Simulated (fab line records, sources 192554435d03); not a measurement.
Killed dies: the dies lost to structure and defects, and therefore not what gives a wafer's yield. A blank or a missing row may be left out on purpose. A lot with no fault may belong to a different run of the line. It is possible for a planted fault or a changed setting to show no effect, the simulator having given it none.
Which tool is to blame? | flow n5-finfet | Sampling: 24 lots, 72 wafers, 5 of 1938 route steps

## WHAT THE GAUGES READ, wafer by wafer
N5_BEOL_M12_INSPECT_30: inspects for defects (macro).
lot  | measured     | on                | raw-defect-count
L076 | day 12 09:01 | defect-inspect-01 | 2 0 2
L078 | day 13 07:37 | defect-inspect-01 | 4 1 3
L074 | day 13 07:43 | defect-inspect-02 | 2 5 3
L077 | day 13 07:45 | defect-inspect-01 | 2 4 2
L079 | day 13 10:07 | defect-inspect-02 | 2 3 1
L080 | day 13 10:09 | defect-inspect-01 | 0 3 0
L075 | day 13 17:09 | defect-inspect-02 | 3 3 3
L081 | day 14 03:21 | defect-inspect-01 | 3 3 6
L083 | day 14 09:49 | defect-inspect-01 | 1 1 5
L082 | day 14 17:52 | defect-inspect-01 | 1 2 1
L086 | day 15 11:19 | defect-inspect-02 | 2 1 3
L084 | day 15 17:27 | defect-inspect-01 | 1 2 5
L085 | day 15 21:45 | defect-inspect-02 | 1 3 5
L087 | day 15 21:17 | defect-inspect-01 | 2 5 1
L088 | day 16 14:24 | defect-inspect-01 | 2 2 1
L089 | day 16 14:40 | defect-inspect-01 | 3 1 2
L091 | day 16 15:12 | defect-inspect-01 | 1 1 2
L094 | day 16 17:43 | defect-inspect-01 | 2 1 0
L090 | day 16 21:42 | defect-inspect-02 | 3 2 0
L092 | day 17 03:18 | defect-inspect-02 | 3 1 1
L093 | day 17 08:37 | defect-inspect-02 | 2 2 0
L095 | day 18 13:16 | defect-inspect-02 | 2 2 1
L096 | day 18 13:54 | defect-inspect-01 | 3 1 1
L097 | day 19 09:59 | defect-inspect-02 | 1 1 1

## WHAT TOOL EACH LOT RAN ON (gives the tool, then ch and the chambers of the sampled wafers, and finally the start)
lot  | N5_BEOL_M11_STRIP_77                          | N5_BEOL_M11_PRE_CLEAN_45     | N5_BEOL_M11_ALD_74                  | N5_BEOL_M12_STRIP_63
L076 | rie-diel-05 ch 0,1,2, day 12 05:49 or earlier | pvd-sputter-01, day 12 05:49 | ald-metal-02 ch 0,1,3, day 12 05:53 | plasma-asher-02 ch 0,1, day 12 08:27
L078 | rie-diel-05 ch 2,3, day 12 18:46 or earlier   | pvd-sputter-03, day 12 18:46 | ald-metal-04 ch 1,2,3, day 12 18:50 | plasma-asher-02 ch 1, day 13 06:55
L074 | rie-diel-05 ch 0,2,3, day 12 23:01 or earlier | pvd-sputter-03, day 12 23:01 | ald-metal-03 ch 0,1,2, day 12 23:05 | plasma-asher-02 ch 0,1, day 13 07:08
L077 | rie-diel-04 ch 1,2, day 13 03:16 or earlier   | pvd-sputter-01, day 13 03:16 | ald-metal-04 ch 1,3, day 13 03:26   | plasma-asher-01 ch 0,1, day 13 07:10
L079 | rie-diel-05 ch 1,3, day 13 05:47 or earlier   | pvd-sputter-03, day 13 05:47 | ald-metal-03 ch 0,2,3, day 13 05:50 | plasma-asher-02 ch 0,1, day 13 09:29
L080 | rie-diel-04 ch 1,2,3, day 13 05:56 or earlier | pvd-sputter-03, day 13 05:56 | ald-metal-02 ch 1,2, day 13 06:00   | plasma-asher-01 ch 0,1, day 13 09:29
L075 | rie-diel-04 ch 0,2, day 13 12:30 or earlier   | pvd-sputter-03, day 13 12:30 | ald-metal-02 ch 1,2,3, day 13 12:34 | plasma-asher-01 ch 0,1, day 13 16:34
L081 | rie-diel-05 ch 2,3, day 14 00:06 or earlier   | pvd-sputter-03, day 14 00:06 | ald-metal-02 ch 0,3, day 14 00:12   | plasma-asher-02 ch 0,1, day 14 02:38
L083 | rie-diel-01 ch 0,1,2, day 14 06:09 or earlier | pvd-sputter-01, day 14 06:09 | ald-metal-02 ch 0,2,3, day 14 06:13 | plasma-asher-01 ch 0,1, day 14 09:07
L082 | rie-diel-05 ch 0,2,3, day 14 13:36 or earlier | pvd-sputter-02, day 14 13:36 | ald-metal-02 ch 0,1,2, day 14 13:42 | plasma-asher-02 ch 0, day 14 17:17
L086 | rie-diel-04 ch 0,2,3, day 15 07:10 or earlier | pvd-sputter-03, day 15 07:10 | ald-metal-03 ch 1,2,3, day 15 07:13 | plasma-asher-02 ch 0,1, day 15 10:35
L084 | rie-diel-05 ch 0,1,2, day 15 13:45 or earlier | pvd-sputter-03, day 15 13:45 | ald-metal-03 ch 0,1,3, day 15 13:49 | plasma-asher-01 ch 0,1, day 15 16:44
L085 | rie-diel-01 ch 2,3, day 15 18:03 or earlier   | pvd-sputter-02, day 15 18:03 | ald-metal-03 ch 0,1, day 15 18:07   | plasma-asher-01 ch 0, day 15 21:07
L087 | rie-diel-01 ch 0,2,3, day 15 17:48 or earlier | pvd-sputter-02, day 15 17:48 | ald-metal-04 ch 1,3, day 15 17:52   | plasma-asher-02 ch 0,1, day 15 20:43
L088 | rie-diel-05 ch 1,2,3, day 16 10:26 or earlier | pvd-sputter-01, day 16 10:26 | ald-metal-04 ch 0,1, day 16 10:31   | plasma-asher-01 ch 0,1, day 16 13:43
L089 | rie-diel-04 ch 0,1,2, day 16 10:45 or earlier | pvd-sputter-01, day 16 10:45 | ald-metal-03 ch 0,2, day 16 10:56   | plasma-asher-01 ch 0,1, day 16 14:04
L091 | rie-diel-04 ch 0,2, day 16 11:58 or earlier   | pvd-sputter-01, day 16 11:58 | ald-metal-02 ch 0,1, day 16 12:03   | plasma-asher-01 ch 0,1, day 16 14:31
L094 | rie-diel-01 ch 0,1,3, day 16 14:21 or earlier | pvd-sputter-01, day 16 14:21 | ald-metal-03 ch 0,2,3, day 16 14:32 | plasma-asher-02 ch 0, day 16 17:07
L090 | rie-diel-01 ch 1,2,3, day 16 18:08 or earlier | pvd-sputter-03, day 16 18:08 | ald-metal-03 ch 0,2, day 16 18:12   | plasma-asher-02 ch 0,1, day 16 21:07
L092 | rie-diel-05 ch 0,1,2, day 16 23:59 or earlier | pvd-sputter-03, day 16 23:59 | ald-metal-04 ch 0,1,3, day 17 00:02 | plasma-asher-01 ch 0,1, day 17 02:43
L093 | rie-diel-04 ch 0,3, day 17 04:49 or earlier   | pvd-sputter-01, day 17 04:49 | ald-metal-02 ch 0,1,2, day 17 04:54 | plasma-asher-01 ch 0,1, day 17 08:03
L095 | rie-diel-04 ch 1,2,3, day 18 09:37 or earlier | pvd-sputter-01, day 18 09:37 | ald-metal-03 ch 0,2,3, day 18 09:47 | plasma-asher-01 ch 0,1, day 18 12:34
L096 | rie-diel-04 ch 1,2,3, day 18 10:40 or earlier | pvd-sputter-02, day 18 10:40 | ald-metal-03 ch 1,2,3, day 18 10:44 | plasma-asher-01 ch 0,1, day 18 13:18
L097 | rie-diel-04 ch 0,1, day 19 06:33 or earlier   | pvd-sputter-02, day 19 06:33 | ald-metal-02 ch 0,2,3, day 19 06:44 | plasma-asher-01 ch 0,1, day 19 09:25
- N5_BEOL_M11_STRIP_77: strips in N2/H2, time 10 s.
- N5_BEOL_M11_PRE_CLEAN_45: time 30 s.
- N5_BEOL_M11_ALD_74: deposits TaN, target thk 2 nm, pulse time 2 s, purge time 3 s.
- N5_BEOL_M12_STRIP_63: strips in N2/H2.

## AS READ BY THE TOOLS THEMSELVES (means over the sampled wafers that have a number; for cases with no such wafer, the mark the record gives instead)
N5_BEOL_M11_STRIP_77.
lot  | tool        | drypump-motor-current-A (A) | n2-flow-sccm (sccm) | oes-product-au (a.u.) | rf-vpp-V (V) | showerhead-plenum-p-Torr (Torr) | throttle-valve-pct (%)
L076 | rie-diel-05 | 5.4                         | 200.5               | 0.76                  | 59.4         | 2.58                            | 23.80
L078 | rie-diel-05 | 5.3                         | 200.0               | 0.77                  | 58.8         | 2.43                            | 23.51
L074 | rie-diel-05 | 5.1                         | 200.2               | 0.75                  | 58.9         | 2.50                            | 23.67
L077 | rie-diel-04 | 5.7                         | 200.2               | 0.80                  | 57.9         | 2.45                            | 23.68
L079 | rie-diel-05 | 5.3                         | 199.1               | 0.83                  | 59.6         | 2.53                            | 23.87
L080 | rie-diel-04 | 5.7                         | 199.5               | 0.74                  | 59.3         | 2.46                            | 23.69
L075 | rie-diel-04 | 5.7                         | 200.6               | 0.90                  | 59.6         | 2.48                            | 23.61
L081 | rie-diel-05 | 5.2                         | 199.7               | 0.79                  | 59.6         | 2.43                            | 23.61
L083 | rie-diel-01 | 5.8                         | 200.5               | 0.80                  | 58.7         | 2.60                            | 23.77
L082 | rie-diel-05 | 5.1                         | 200.3               | 0.74                  | 58.4         | 2.49                            | 23.68
L086 | rie-diel-04 | 5.7                         | 200.6               | 0.87                  | 59.1         | 2.47                            | 23.60
L084 | rie-diel-05 | 5.4                         | 199.4               | 0.74                  | 58.8         | 2.57                            | 23.84
L085 | rie-diel-01 | 5.5                         | 199.5               | 0.80                  | 59.1         | 2.53                            | 23.50
L087 | rie-diel-01 | 5.9                         | 199.4               | 0.83                  | 58.0         | 2.54                            | 23.68
L088 | rie-diel-05 | 5.5                         | 199.5               | 0.78                  | 58.1         | 2.51                            | 23.80
L089 | rie-diel-04 | 5.7                         | 200.4               | 0.80                  | 59.6         | 2.45                            | 23.68
L091 | rie-diel-04 | 5.7                         | 200.2               | 0.83                  | 58.9         | 2.47                            | 23.65
L094 | rie-diel-01 | 6.2                         | 199.8               | 0.89                  | 59.9         | 2.55                            | 23.61
L090 | rie-diel-01 | 5.8                         | 200.0               | 0.86                  | 59.7         | 2.54                            | 23.47
L092 | rie-diel-05 | 5.4                         | 200.0               | 0.84                  | 58.7         | 2.56                            | 23.73
L093 | rie-diel-04 | 5.9                         | 199.6               | 0.91                  | 59.4         | 2.50                            | 23.76
L095 | rie-diel-04 | 5.7                         | 199.9               | 0.80                  | 58.7         | 2.44                            | 23.65
L096 | rie-diel-04 | 5.7                         | 199.8               | 0.80                  | 59.3         | 2.44                            | 23.65
L097 | rie-diel-04 | 5.8                         | 200.2               | 0.81                  | 58.9         | 2.46                            | 23.94

N5_BEOL_M11_PRE_CLEAN_45.
lot  | tool           | heater-power-w (W)
L076 | pvd-sputter-01 | 313
L078 | pvd-sputter-03 | 364
L074 | pvd-sputter-03 | 312
L077 | pvd-sputter-01 | 323
L079 | pvd-sputter-03 | 351
L080 | pvd-sputter-03 | 323
L075 | pvd-sputter-03 | 302
L081 | pvd-sputter-03 | 353
L083 | pvd-sputter-01 | 331
L082 | pvd-sputter-02 | 320
L086 | pvd-sputter-03 | 347
L084 | pvd-sputter-03 | 314
L085 | pvd-sputter-02 | 369
L087 | pvd-sputter-02 | 353
L088 | pvd-sputter-01 | 310
L089 | pvd-sputter-01 | 330
L091 | pvd-sputter-01 | 321
L094 | pvd-sputter-01 | 329
L090 | pvd-sputter-03 | 364
L092 | pvd-sputter-03 | 349
L093 | pvd-sputter-01 | 332
L095 | pvd-sputter-01 | 316
L096 | pvd-sputter-02 | 366
L097 | pvd-sputter-02 | 333

N5_BEOL_M11_ALD_74.
lot  | tool         | heater-power-w (W)
L076 | ald-metal-02 | 442
L078 | ald-metal-04 | 397
L074 | ald-metal-03 | 400
L077 | ald-metal-04 | 412
L079 | ald-metal-03 | 405
L080 | ald-metal-02 | 388
L075 | ald-metal-02 | 413
L081 | ald-metal-02 | 481
L083 | ald-metal-02 | 442
L082 | ald-metal-02 | 432
L086 | ald-metal-03 | 424
L084 | ald-metal-03 | 447
L085 | ald-metal-03 | 429
L087 | ald-metal-04 | 406
L088 | ald-metal-04 | 426
L089 | ald-metal-03 | 379
L091 | ald-metal-02 | 422
L094 | ald-metal-03 | 403
L090 | ald-metal-03 | 361
L092 | ald-metal-04 | 431
L093 | ald-metal-02 | 426
L095 | ald-metal-03 | 401
L096 | ald-metal-03 | 414
L097 | ald-metal-02 | 446

N5_BEOL_M12_STRIP_63.
lot  | tool            | drypump-motor-current-A (A) | heater-power-w (W) | n2-flow-sccm (sccm) | oes-product-au (a.u.) | strip-time-to-endpoint-s (s)
L076 | plasma-asher-02 | 5.81                        | 288                | 1753                | 0.692                 | 41.2
L078 | plasma-asher-02 | 5.80                        | 270                | 1750                | 0.697                 | 42.1
L074 | plasma-asher-02 | 5.82                        | 289                | 1752                | 0.695                 | 43.4
L077 | plasma-asher-01 | 5.90                        | 323                | 1748                | 0.694                 | 41.9
L079 | plasma-asher-02 | 5.79                        | 308                | 1752                | 0.697                 | 42.4
L080 | plasma-asher-01 | 5.91                        | 335                | 1751                | 0.692                 | 41.7
L075 | plasma-asher-01 | 5.87                        | 340                | 1753                | 0.690                 | 42.6
L081 | plasma-asher-02 | 5.79                        | 290                | 1754                | 0.690                 | 43.0
L083 | plasma-asher-01 | 5.84                        | 339                | 1749                | 0.693                 | 41.8
L082 | plasma-asher-02 | 5.79                        | 326                | 1749                | 0.693                 | 43.2
L086 | plasma-asher-02 | 5.78                        | 289                | 1748                | 0.697                 | 41.9
L084 | plasma-asher-01 | 5.85                        | 336                | 1754                | 0.693                 | 42.3
L085 | plasma-asher-01 | 5.94                        | 310                | 1755                | 0.690                 | 43.1
L087 | plasma-asher-02 | 5.78                        | 289                | 1753                | 0.689                 | 43.0
L088 | plasma-asher-01 | 5.86                        | 330                | 1751                | 0.694                 | 44.2
L089 | plasma-asher-01 | 5.92                        | 321                | 1746                | 0.693                 | 43.0
L091 | plasma-asher-01 | 5.90                        | 325                | 1746                | 0.692                 | 42.6
L094 | plasma-asher-02 | 5.78                        | 332                | 1752                | 0.690                 | 42.0
L090 | plasma-asher-02 | 5.80                        | 289                | 1750                | 0.694                 | 43.0
L092 | plasma-asher-01 | 5.86                        | 340                | 1750                | 0.688                 | 43.1
L093 | plasma-asher-01 | 5.91                        | 319                | 1749                | 0.695                 | 42.4
L095 | plasma-asher-01 | 5.89                        | 326                | 1751                | 0.691                 | 43.1
L096 | plasma-asher-01 | 5.91                        | 327                | 1751                | 0.691                 | 42.0
L097 | plasma-asher-01 | 5.88                        | 325                | 1741                | 0.695                 | 42.7

## THE ANSWER, worked out from the rows above alone
Rule: what is usual is taken from the lots themselves. The widest of any qualifying gaps counts: lots, ordered by their means at a reading, are off when they make up no more than a third of the lots, leave a main group of 4 or more, and stand apart from it by 3 or more times the standard deviation of that group's means. Not used: any main group whose means are identical at the precision the tables above print for the reading. A lot without any number at a reading at which 4 lots or more have one is off too. Where the step has rows for the other lots, those lots are counted as sound. Order of review: gauges by route order, followed by the tools' own readings, for which a lot's mean as printed above is used. The first step at which some lot is off is used, and at that step the reading that is off furthest; a lot without a number counts as furthest.
Nothing can be told from this: no lot is off at any reading shown.

## WHAT THE SIMULATOR HAD INSERTED
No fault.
